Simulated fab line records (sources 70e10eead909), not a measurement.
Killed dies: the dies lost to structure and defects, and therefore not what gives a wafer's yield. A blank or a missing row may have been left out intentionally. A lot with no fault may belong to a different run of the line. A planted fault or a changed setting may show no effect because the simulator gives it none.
The tool behind it: which one? ; flow nand_harc ; 11 lots, 33 wafers sampled, at 6 steps of a route of 1302

## WHAT THE GAUGES SHOWED, per wafer
NHARC_A_SGD_CUT_INSPECT_25.
lot;measured;on;raw_defect_count
L716;day 19 23:41;defect_inspect-02;335 441 525
L715;day 19 23:42;defect_inspect-02;367 331 388
L717;day 19 23:41;defect_inspect-01;542 448 447
L718;day 20 14:28;defect_inspect-02;375 323 280
L719;day 21 06:01;defect_inspect-02;309 416 334
L723;day 22 08:46;defect_inspect-01;442 565 322
L722;day 23 09:17;defect_inspect-02;329 321 443
L724;day 23 15:50;defect_inspect-02;260 214 219
L730;day 25 18:12;defect_inspect-02;359 333 288
L733;day 26 13:06;defect_inspect-01;297 269 303
L736;day 27 18:32;defect_inspect-02;292 332 379

NHARC_A_SLIT_CD_MEAS_09: target cd 300 nm.
lot;measured;on;cd_nm (nm)
L716;day 20 04:36;cd_sem-02;299.8 299.8 299.4
L715;day 20 06:20;cd_sem-01;299.3 299.6 300.8
L717;day 20 04:43;cd_sem-03;300.1 300.9 300.8
L718;day 20 19:23;cd_sem-02;299.6 301.4 300.0
L719;day 21 13:43;cd_sem-01;298.8 299.6 299.4
L723;day 22 15:34;cd_sem-02;299.8 299.8 300.6
L722;day 23 14:13;cd_sem-01;300.0 300.6 299.6
L724;day 23 21:44;cd_sem-02;300.4 300.0 300.2
L730;day 26 00:54;cd_sem-03;299.7 299.9 299.9
L733;day 26 19:54;cd_sem-01;284.8 284.2 283.9 284.5 284.3 284.0
L736;day 28 00:13;cd_sem-03;287.2 287.0 287.0 287.3 287.0 287.1

NHARC_END_SORT_01.
lot;measured;on;killed_at_array;killed_at_other;killed_at_periphery;killed_dies;killed_open;killed_short
L716;day 24 21:59;prober-01;67 74 61;0 1 0;10 8 6;77 83 67;7 5 4;1 3 3
L715;day 25 04:09;prober-01;80 53 49;0 0 0;6 11 4;86 64 53;3 1 5;2 2 1
L717;day 24 20:28;prober-02;70 84 67;0 0 0;3 3 0;73 87 67;4 5 3;2 2 1
L718;day 25 13:18;prober-02;55 75 56;0 2 1;4 6 5;59 83 62;0 3 3;3 2 1
L719;day 26 02:26;prober-01;79 54 63;4 2 3;4 3 1;87 59 67;2 3 5;4 1 1
L723;day 27 00:29;prober-01;39 36 39;0 0 0;4 2 3;43 38 42;4 3 0;5 1 4
L722;day 28 11:44;prober-01;92 82 77;0 3 0;2 7 3;94 92 80;2 3 5;0 1 3
L724;day 28 11:47;prober-02;18 19 15;6 7 4;3 4 4;27 30 23;5 3 3;2 1 1
L730;day 31 00:41;prober-01;54 52 49;0 0 0;7 2 2;61 54 51;5 1 5;2 2 1
L733;day 32 21:32;prober-02;39 32 40;2 0 2;1 3 2;42 35 44;9 4 1;2 5 3
L736;day 33 12:04;prober-01;65 47 62;5 2 4;1 8 5;71 57 71;6 2 1;4 2 0

## WHICH TOOL RAN EACH LOT (tool, then ch and the chambers of the sampled wafers, then the start)
lot;NHARC_A_SGD_CUT_DESCUM_14;NHARC_A_SGD_CUT_STRIP_28;NHARC_A_SLIT_EXPOSE_06
L716;rie_diel-01 ch 0,1, day 19 15:56;rie_diel-01 ch 0,1,3, day 19 23:41 or earlier;arfi_scanner-03 ch 0, day 20 04:28
L715;rie_diel-02 ch 2,3, day 19 16:10;rie_diel-02 ch 0,1,2, day 19 23:42 or earlier;arfi_scanner-03 ch 0, day 20 06:12
L717;rie_diel-01 ch 0,1,3, day 19 18:45;rie_diel-03 ch 0,1,3, day 19 23:41 or earlier;arfi_scanner-03 ch 0, day 20 04:35
L718;rie_diel-02 ch 1,3, day 20 04:29;rie_diel-03 ch 0,3, day 20 14:28 or earlier;arfi_scanner-02 ch 0, day 20 19:14
L719;rie_diel-03 ch 1,3, day 20 23:22;rie_diel-02 ch 1,2, day 21 05:55;arfi_scanner-02 ch 0, day 21 13:35
L723;rie_diel-01 ch 2,3, day 22 02:11;rie_diel-02 ch 1,2, day 22 08:46 or earlier;arfi_scanner-03 ch 0, day 22 15:26
L722;rie_diel-03 ch 0,1,3, day 23 02:36;rie_diel-02 ch 0,2, day 23 09:11;arfi_scanner-02 ch 0, day 23 14:05
L724;rie_diel-01 ch 1,2, day 23 09:13;rie_diel-02 ch 0,2,3, day 23 15:50 or earlier;arfi_scanner-01 ch 0, day 23 21:36
L730;rie_diel-01 ch 0,2,3, day 25 11:47;rie_diel-02 ch 0,1, day 25 18:12 or earlier;arfi_scanner-01 ch 0, day 26 00:46
L733;rie_diel-01 ch 0,1,3, day 26 06:02;rie_diel-01 ch 1,3, day 26 13:06 or earlier;arfi_scanner-01 ch 0, day 26 19:46
L736;rie_diel-02 ch 0,1,3, day 27 11:28;rie_diel-01 ch 0,2,3, day 27 18:32 or earlier;arfi_scanner-01 ch 0, day 28 00:05
- NHARC_A_SGD_CUT_DESCUM_14: chemistry O2, time 3 s.
- NHARC_A_SGD_CUT_STRIP_28: strips in O2, time 20 s.
- NHARC_A_SLIT_EXPOSE_06: exposes mask SLIT.

## WHAT THE TOOLS THEMSELVES READ (means of the sampled wafers that have a number; where no wafer has one, the mark that the record gives instead)
NHARC_A_SGD_CUT_DESCUM_14.
lot;tool;drypump_motor_current_A (A);oes_product_au (a.u.);rf_vpp_V (V);showerhead_plenum_p_Torr (Torr);throttle_valve_pct (%)
L716;rie_diel-01;5.2;1.008;58.0;2.04;11.319
L715;rie_diel-02;5.4;1.006;57.5;1.97;11.318
L717;rie_diel-01;5.4;0.997;57.8;1.95;11.312
L718;rie_diel-02;5.5;1.018;57.0;2.01;11.316
L719;rie_diel-03;5.9;0.996;58.7;2.02;11.307
L723;rie_diel-01;6.2;0.999;58.7;1.95;11.313
L722;rie_diel-03;5.7;0.996;58.3;1.97;11.311
L724;rie_diel-01;6.0;1.012;58.2;2.04;11.309
L730;rie_diel-01;5.7;1.002;58.5;1.94;11.308
L733;rie_diel-01;5.4;1.005;58.4;1.94;11.308
L736;rie_diel-02;5.7;1.004;57.5;1.92;11.312

NHARC_A_SGD_CUT_STRIP_28.
lot;tool;drypump_motor_current_A (A);oes_product_au (a.u.);rf_vpp_V (V);showerhead_plenum_p_Torr (Torr);throttle_valve_pct (%)
L716;rie_diel-01;5.4;1.006;58.3;3.59;17.040
L715;rie_diel-02;5.7;1.013;57.0;3.44;17.051
L717;rie_diel-03;5.7;0.997;58.0;3.63;17.038
L718;rie_diel-03;5.3;0.997;57.4;3.60;17.037
L719;rie_diel-02;5.5;1.013;57.2;3.54;17.040
L723;rie_diel-02;5.6;1.001;57.0;3.54;17.036
L722;rie_diel-02;6.0;1.005;57.1;3.34;17.041
L724;rie_diel-02;5.7;1.013;57.8;3.48;17.032
L730;rie_diel-02;5.8;1.004;57.2;3.51;17.042
L733;rie_diel-01;5.6;1.004;57.5;3.61;17.034
L736;rie_diel-01;5.7;1.003;58.5;3.57;17.034

NHARC_A_SLIT_EXPOSE_06.
lot;tool;exposure_dose_mJ_cm2
L716;arfi_scanner-03;60.79
L715;arfi_scanner-03;60.73
L717;arfi_scanner-03;60.74
L718;arfi_scanner-02;60.86
L719;arfi_scanner-02;60.78
L723;arfi_scanner-03;60.82
L722;arfi_scanner-02;60.79
L724;arfi_scanner-01;60.72
L730;arfi_scanner-01;60.69
L733;arfi_scanner-01;40.63
L736;arfi_scanner-01;44.61

## THE ANSWER, worked out from the rows above alone
Rule: the lots themselves supply what counts as usual. The widest of any qualifying gaps counts: lots, ordered by their means at a reading, are off when they make up no more than a third of the lots, leave a main group of 4 or more, and stand apart from it by 3 or more times the standard deviation of that group's means. The tables above print the reading to a certain number of digits; a main group whose means all agree to those digits is not used. Also off: a lot with no number at a reading for which 4 or more lots have one. Any other lot the step has rows for is counted as sound. The gauges are gone through in route order, then the tools' own readings, and for those a lot's mean is taken as printed above. At the first step where some lot is off, the reading lying furthest off is the one used; lots without a number count as furthest.
Off at NHARC_A_SLIT_CD_MEAS_09 (cd_nm): L733, L736. Main group: mean 300.0 nm, sd 0.37.
If a tool, at a process step before that reading, ran all the lots that are off and no sound lot after the first of them, it fits. The gauges at NHARC_A_SLIT_CD_MEAS_09 aren't tried: what is off there is off at NHARC_A_SLIT_EXPOSE_06 too, on other tools, and a gauge's error can't cause that. NHARC_A_SGD_CUT_STRIP_28 gives no start for some lots, so the hours and the order of its lots are those of NHARC_A_SGD_CUT_INSPECT_25. Undecided on this evidence; 2 tools fit (rie_diel-01 at NHARC_A_SGD_CUT_STRIP_28, arfi_scanner-01 at NHARC_A_SLIT_EXPOSE_06).

## WHAT THE SIMULATOR HAD INSERTED
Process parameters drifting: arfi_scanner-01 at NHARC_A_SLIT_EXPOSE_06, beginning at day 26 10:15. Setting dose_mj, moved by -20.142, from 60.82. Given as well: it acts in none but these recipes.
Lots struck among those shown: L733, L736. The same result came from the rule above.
